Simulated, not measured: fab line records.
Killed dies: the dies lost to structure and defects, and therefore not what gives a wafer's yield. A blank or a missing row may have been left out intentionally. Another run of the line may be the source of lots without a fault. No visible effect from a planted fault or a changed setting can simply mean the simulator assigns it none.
Chamber matching + flow nand harc + rie diel-03 running NHARC_A_CHANNEL_HOLE_D2_ETCH_44: 4 sister chambers
The step etches the open film in CF4/O2, target depth 140 nm, overetch 14 nm, time 77 s. 14 wafers are shown with their chamber, then 7 later ones without.

WAFERS PAIRED WITH THEIR CHAMBERS
| wafer  | chamber | showerhead plenum p Torr (Torr) | drypump motor current A (A) | rf vpp V (V) |
|--------|---------|---------------------------------|-----------------------------|--------------|
| L076.3 | 0       | 1.32                            | 6.0                         | 197.6        |
| L076.5 | 1       | 1.34                            | 6.7                         | 197.4        |
| L076.6 | 2       | 1.26                            | 5.7                         | 196.1        |
| L077.2 | 3       | 1.25                            | 6.0                         | 196.4        |
| L077.3 | 2       | 1.26                            | 5.7                         | 197.1        |
| L077.4 | 0       | 1.32                            | 6.0                         | 198.2        |
| L079.3 | 2       | 1.26                            | 5.6                         | 197.1        |
| L079.4 | 1       | 1.33                            | 6.7                         | 197.8        |
| L079.5 | 3       | 1.25                            | 6.0                         | 195.9        |
| L085.1 | 0       | 1.32                            | 6.0                         | 197.5        |
| L085.3 | 3       | 1.25                            | 6.0                         | 196.2        |
| L085.4 | 1       | 1.33                            | 6.7                         | 198.2        |
| L086.1 | 1       | 1.33                            | 6.7                         | 198.5        |
| L086.3 | 2       | 1.26                            | 5.6                         | 197.1        |

SIGNATURES, as means of the wafers listed above
| reading                  | chamber 0 | chamber 1 | chamber 2 | chamber 3 | scatter within a chamber |
|--------------------------|-----------|-----------|-----------|-----------|--------------------------|
| showerhead plenum p Torr | 1.3200    | 1.3325    | 1.2600    | 1.2500    | 0.00274                  |
| drypump motor current A  | 6.000     | 6.700     | 5.650     | 6.000     | 0.0316                   |
| rf vpp V                 | 197.767   | 197.975   | 196.850   | 196.167   | 0.43                     |
Rule: a wafer lies at a distance from a chamber equal to the root of the sum of squares, over the readings, of (its reading less the chamber's mean, divided by the reading's scatter). The wafer belongs to the nearest chamber; if the next one is less than 2 further off, it can't be placed. How the scatter is found: for the shown wafers, subtract from each reading the mean of its chamber, square and add these, divide the total by (wafers less chambers), then take the root.

WAFERS WITHOUT THEIR CHAMBER
| wafer  | showerhead plenum p Torr (Torr) | drypump motor current A (A) | rf vpp V (V) |
|--------|---------------------------------|-----------------------------|--------------|
| L086.4 | 1.32                            | 6.0                         | 198.3        |
| L093.1 | 1.26                            | 5.7                         | 195.8        |
| L093.4 | 1.25                            | 6.0                         | 197.7        |
| L093.5 | 1.26                            | 5.6                         | 196.1        |
| L095.1 | 1.26                            | 5.6                         | 196.4        |
| L095.3 | 1.33                            | 6.7                         | 198.1        |
| L095.5 | 1.26                            | 5.7                         | 196.0        |

CHAMBER TAKEN BY EACH
| wafer  | from the rows above | in truth |
|--------|---------------------|----------|
| L086.4 | 0                   | 0        |
| L093.1 | 2                   | 2        |
| L093.4 | 3                   | 3        |
| L093.5 | 2                   | 2        |
| L095.1 | 2                   | 2        |
| L095.3 | 1                   | 1        |
| L095.5 | 2                   | 2        |
Correct placement for 7 of the 7. Not placeable from these rows: 0. Wrongly placed: 0.
